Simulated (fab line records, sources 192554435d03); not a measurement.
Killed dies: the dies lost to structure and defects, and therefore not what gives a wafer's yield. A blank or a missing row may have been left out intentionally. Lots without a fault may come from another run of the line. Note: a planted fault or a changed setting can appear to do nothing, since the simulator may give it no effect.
Struck lot and sound lot, side by side ; flow n5 finfet ; 44 out of 1938 route steps
Sound: the wafers L760.1, L760.2, L760.6. Struck: wafers L759.1, L759.4, L759.5. The cause comes at the end.
At each step with rows: each side's tool, then ch and its chambers, then its first start. Under that, the readings that differ: sound wafers ; struck wafers ; difference of the means ; sigmas: that difference in standard deviations of wafers without a fault.
alike: same words and numbers on both sides, and readings whose means sit less than 2 such deviations apart. not compared: any withheld reading, any reading some wafer has no value for, any bound like >300 that may hide the same value, and any number with overlapping values for which the record gives no deviation.
A row with sigmas, a row that says differs or no value, or rows on one side alone: a step with any of these is where the two part. Non-overlapping numbers with no deviation appear without sigmas and do not part them. A reading missing from all wafers of one side parts the sides only when that side holds two or more wafers.

first, 11 steps without rows for these wafers: N5_BEOL_M4_DESCUM_33 (chemistry O2, time 7 s); N5_BEOL_M4_ETCH_77 (etches underlayer in N2/H2, target depth 6.5 nm, time 5.2 s); N5_BEOL_M4_ETCH_69 (etches SiARC in CF4, target depth 15.6 nm, time 26 s); N5_BEOL_M4_ALD_98 (deposits SiO2, target thk 2.5 nm, pulse time 1 s, co reactant pulse time 1 s); N5_BEOL_M4_ETCHBACK_99 (etches SiO2 in CHF3, target depth 5 nm, time 10.4 s); N5_BEOL_M4_ETCH_70 (etches SOC in N2/H2, target depth 80 nm, overetch 24 nm, time 130 s); N5_BEOL_M4_STRIP_71 (strips in N2/H2); N5_BEOL_M4_STRIP_78 (strips in N2/H2); N5_BEOL_M4_VIA_ETCH_34 (etches the open film in C4F6/O2, target depth 69.4 nm, time 65.9 s); N5_BEOL_M4_STRIP_83 (strips in C4F6/O2); N5_BEOL_M4_STRIP_36 (strips in N2/H2).
N5_BEOL_M4_TRENCH_ETCH_37: etches SiOC in C4F6/O2, target depth 55.555 nm, time 29.2 s.
  sound on rie diel-01 ch 0,2, day 13 20:50; struck on rie diel-03 ch 0,2, day 13 20:52
reading;sound;struck;difference;sigmas
drypump motor current A (A);6.5 6.6 6.5;5.6 5.6 5.2;-1.1;-2
rf fwd power W (W);349.9 348.9 348.7;263.0 263.1 266.3;-85.0;-47
rf vpp V (V);650 663 651;779 779 772;+122;+11
throttle valve pct (%);21.3 21.2 21.3;20.5 20.6 20.6;-0.7;-2
model.BEOL_M4.feature depth nm (nm);53.8 54.4 53.8;50 50.2 49;-4;
model.etch.depth nm (nm);53.9 54.31 53.7;50.04 50.23 49.07;-4.19;
  alike: bias w, oes_f_703_au, oes product au, showerhead plenum p Torr
  not compared: rf hours counter h
then, 2 steps without rows for these wafers: N5_BEOL_M4_ETCH_41 (etches SiCN in CH3F/O2, target depth 29.9 nm, time 52.5 s); N5_BEOL_M4_STRIP_97 (strips in N2/H2, time 10 s).
N5_BEOL_M4_OCD_MEAS_38:
  sound: ocd-01 at day 13 20:59; struck: ocd-02 at day 13 21:02
reading;sound;struck;difference;sigmas
trench depth nm (nm);53.8 54.5 53.6;50.1 50.5 48.9;-4.1;-4
then, 25 steps without rows for these wafers: N5_BEOL_M4_HM_STRIP_39 (strips TiN in peroxide tin strip, target depth 25 nm, time 158 s); N5_BEOL_M4_SRD_40 (time 30 s); N5_BEOL_M4_PRECLEAN_42 (cleans in residue remover, time 60 s); N5_BEOL_M4_SRD_43 (time 30 s); N5_BEOL_M4_DEGAS_44 (time 60 s); N5_BEOL_M4_PRE_CLEAN_45 (time 30 s); N5_BEOL_M4_ALD_84 (deposits TaN, pulse time 2 s, purge time 3 s, co reactant purge time 2 s); N5_BEOL_M4_SURFACE_TREAT_85; N5_BEOL_M4_CVD_47 (deposits Co from CCTBA/H2, target thk 3 nm, time 223.8 s); N5_BEOL_M4_SPUTTER_48 (material Cu, target thk 4.5 nm, time 8.29 s); N5_BEOL_M4_ANNEAL_49 (time 240 s); N5_BEOL_M4_SPUTTER_79 (material Cu, target thk 4.5 nm, time 8.29 s); N5_BEOL_M4_ANNEAL_80 (time 240 s); N5_BEOL_M4_SPUTTER_81 (material Cu, target thk 4.5 nm, time 8.29 s); N5_BEOL_M4_ANNEAL_82 (time 240 s); N5_BEOL_M4_SPUTTER_86 (material Cu, target thk 4.5 nm, time 8.29 s); N5_BEOL_M4_ANNEAL_87 (time 240 s); N5_BEOL_M4_SPUTTER_88 (material Cu, target thk 4.5 nm, time 8.29 s); N5_BEOL_M4_ANNEAL_89 (time 240 s); N5_BEOL_M4_SPUTTER_90 (material Cu, target thk 4.5 nm, time 8.29 s); N5_BEOL_M4_ANNEAL_91 (time 240 s); N5_BEOL_M4_SPUTTER_92 (material Cu, target thk 4.5 nm, time 8.29 s); N5_BEOL_M4_ANNEAL_93 (time 240 s); N5_BEOL_M4_SPUTTER_94 (material Cu, target thk 4.5 nm, time 8.29 s); N5_BEOL_M4_ANNEAL_95 (time 240 s).
N5_BEOL_M4_CMP_52: polishes, stops on SiOC, t overpolish 6.8 s, target thk 40 nm.
  sound on cmp-02 ch 0,2, day 14 00:43; struck on cmp-03 ch 0,2, day 14 01:08
reading;sound;struck;difference;sigmas
model.Cu_of_BEOL_M4_ECD_50.thk nm (nm);40.2 39.8 38.4;33.4 37.2 34.8;-4.3;
  alike: barrier field endpoint s, head pressure psi, motor current A, overpolish run s, time to endpoint s
N5_BEOL_M4_THK_MEAS_53: measures by xrf.
  sound: film metro-01 at day 14 00:58; struck: film metro-02 at day 14 01:24
reading;sound;struck;difference;sigmas
M4_THK (nm);40.4 40.1 38.8;33.1 37.1 34.5;-4.9;-3
N5_BEOL_M4_RS_MEAS_58: measurement is done with a four-point probe.
  sound: film metro-01 at day 14 01:14; struck: film metro-01 at day 14 01:40
reading;sound;struck;difference;sigmas
M4_RS (ohm/sq);0.66 0.67 0.70;0.84 0.73 0.80;+0.11;+3
N5_BEOL_M4_RC_MEAS_101:
  sound on prober-01 ch 0, day 14 01:17; struck on prober-02 ch 0, day 14 01:43
reading;sound;struck;difference;sigmas
ION_N (uA/um);641 661 649;664 675 684;+24;+2
ION_P (uA/um);444 454 450;461 469 465;+16;+2
  alike: DIBL_N, DIBL_P, IOFF_N, IOFF_P, SS_N, SS_P, VT_N, VT_P

## WHERE THEY PART
First at N5_BEOL_M4_TRENCH_ETCH_37; last, within this record, at N5_BEOL_M4_RC_MEAS_101.

WHY: the cause the simulator had injected
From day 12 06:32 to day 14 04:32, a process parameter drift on rie diel-03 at N5_BEOL_M4_TRENCH_ETCH_37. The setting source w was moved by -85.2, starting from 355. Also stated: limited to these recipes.
